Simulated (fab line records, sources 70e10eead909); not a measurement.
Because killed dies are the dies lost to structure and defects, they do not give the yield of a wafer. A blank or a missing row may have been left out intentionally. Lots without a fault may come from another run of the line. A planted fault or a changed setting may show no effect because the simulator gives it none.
Chamber matching | flow nand_harc | NHARC_A_CHANNEL_FILL_D2_ALD_14 on ald_hk-04 has 4 sister chambers
The step deposits SiO2, target thk 2.5 nm, pulse time 10 s, ald cycles 25. 18 wafers are shown with their chamber, then 9 later ones without.

## EACH WAFER AND ITS CHAMBER
wafer  | chamber | heater_power_w (W) | precursor_pulse_height_rel
L074.1 | 2       | 437                | 1.008
L074.5 | 1       | 466                | 1.005
L074.6 | 0       | 520                | 1.011
L079.2 | 1       | 461                | 0.992
L079.4 | 3       | 464                | 0.983
L079.6 | 1       | 468                | 1.021
L081.1 | 2       | 456                | 0.997
L081.2 | 3       | 464                | 0.986
L081.6 | 2       | 458                | 1.041
L082.1 | 0       | 532                | 1.005
L082.2 | 3       | 461                | 1.001
L082.6 | 2       | 444                | 1.013
L085.2 | 2       | 450                | 1.008
L085.5 | 1       | 468                | 1.001
L085.6 | 2       | 445                | 1.040
L084.2 | 1       | 456                | 1.006
L084.3 | 3       | 479                | 0.984
L084.5 | 3       | 481                | 0.984

SIGNATURES (averages over the wafers above)
reading                    | chamber 0 | chamber 1 | chamber 2 | chamber 3 | scatter within a chamber
heater_power_w             | 526.00    | 463.80    | 448.33    | 469.80    | 7.79
precursor_pulse_height_rel | 1.00800   | 1.00500   | 1.01783   | 0.98760   | 0.013
Rule: distance of a wafer from a chamber = root of the sum over the readings of ((wafer's reading minus chamber's mean) / reading's scatter) squared. If the next closest chamber is less than 2 further off than the closest, the wafer can't be placed; otherwise it belongs to the closest. The scatter: the root of (the sum of the squares of (reading less its chamber's mean) over the shown wafers, divided by (wafers less chambers)).

## WAFERS WITHOUT THEIR CHAMBER
wafer  | heater_power_w (W) | precursor_pulse_height_rel
L093.1 | 509                | 1.019
L093.3 | 441                | 1.020
L093.6 | 523                | 0.980
L095.1 | 511                | 0.999
L095.3 | 428                | 0.980
L095.6 | 443                | 1.001
L096.2 | 440                | 1.012
L096.4 | 476                | 1.009
L096.6 | 444                | 1.004

## EACH ONE'S CHAMBER
wafer  | from the rows above          | in truth
L093.1 | 0                            | 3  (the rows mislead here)
L093.3 | 2                            | 2
L093.6 | 0                            | 0
L095.1 | 0                            | 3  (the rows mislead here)
L095.3 | can't be placed: 2 or 1 or 3 | 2
L095.6 | can't be placed: 2 or 1      | 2
L096.2 | can't be placed: 2 or 1      | 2
L096.4 | can't be placed: 1 or 3      | 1
L096.6 | can't be placed: 2 or 1      | 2
2 of 9 placed correctly. Unplaceable from these rows: 5, with the true chamber sitting among the candidates in 5. 2 placed wrongly.
